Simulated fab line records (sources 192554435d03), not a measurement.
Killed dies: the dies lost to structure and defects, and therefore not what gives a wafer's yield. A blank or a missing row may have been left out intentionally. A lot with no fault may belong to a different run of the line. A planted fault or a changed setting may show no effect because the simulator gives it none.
Matching of chambers    flow n5-finfet    N5_HKMG_FIN_DESCUM_17 on rie-diel-04: 4 sister chambers
The step chemistry O2, time 7.9 s. 24 wafers are shown with their chamber, then 12 later ones without.

EACH WAFER AND ITS CHAMBER
wafer   chamber  throttle-valve-pct (%)  drypump-motor-current-A (A)  oes-product-au (a.u.)
L076.2  3        20.37                   5.5                          0.82
L076.3  2        20.02                   5.2                          0.96
L076.6  2        20.03                   5.2                          0.95
L078.1  3        20.37                   5.5                          0.82
L078.3  1        20.53                   5.5                          0.73
L078.5  1        20.57                   5.4                          0.73
L079.1  0        19.89                   6.2                          0.89
L079.5  0        19.88                   6.2                          0.88
L079.6  3        20.38                   5.5                          0.82
L081.4  2        20.06                   5.1                          0.94
L081.5  1        20.56                   5.5                          0.72
L081.6  0        19.87                   6.3                          0.87
L082.2  1        20.56                   5.5                          0.73
L082.3  3        20.37                   5.5                          0.81
L082.6  3        20.39                   5.5                          0.81
L083.1  2        20.05                   5.1                          0.93
L083.2  3        20.38                   5.5                          0.81
L083.4  1        20.56                   5.5                          0.73
L084.1  0        19.90                   6.2                          0.86
L084.2  1        20.57                   5.5                          0.73
L084.3  3        20.40                   5.5                          0.80
L085.2  0        19.89                   6.2                          0.85
L085.3  2        20.05                   5.1                          0.91
L085.4  3        20.39                   5.5                          0.80

SIGNATURES (averages over the wafers above)
reading                  chamber 0  chamber 1  chamber 2  chamber 3  scatter within a chamber
throttle-valve-pct       19.8860    20.5583    20.0420    20.3813    0.0134
drypump-motor-current-A  6.220      5.483      5.140      5.500      0.0376
oes-product-au           0.8700     0.7283     0.9380     0.8113     0.0124
Rule: distance of a wafer from a chamber = root of the sum over the readings of ((wafer's reading minus chamber's mean) / reading's scatter) squared. If the next closest chamber is less than 2 further off than the closest, the wafer can't be placed; otherwise it belongs to the closest. The scatter: the root of (the sum of the squares of (reading less its chamber's mean) over the shown wafers, divided by (wafers less chambers)).

WAFERS WHOSE CHAMBER IS MISSING
wafer   throttle-valve-pct (%)  drypump-motor-current-A (A)  oes-product-au (a.u.)
L087.2  20.59                   5.5                          0.71
L087.3  20.42                   5.5                          0.80
L087.6  20.06                   5.1                          0.90
L089.3  20.06                   5.1                          0.91
L089.5  20.40                   5.5                          0.79
L089.6  20.07                   5.1                          0.91
L090.2  20.05                   5.1                          0.91
L090.5  20.58                   5.5                          0.71
L090.6  20.08                   5.1                          0.91
L093.3  20.10                   5.2                          0.89
L093.4  20.44                   5.5                          0.78
L093.6  20.59                   5.4                          0.70

WHICH CHAMBER EACH WENT THROUGH
wafer   from the rows above  in truth
L087.2  1                    1
L087.3  3                    3
L087.6  2                    2
L089.3  2                    2
L089.5  3                    3
L089.6  2                    2
L090.2  2                    2
L090.5  1                    1
L090.6  2                    2
L093.3  2                    2
L093.4  3                    3
L093.6  1                    1
Placed correctly: 12 of 12. From these rows, 0 cannot be placed. 0 placed wrongly.
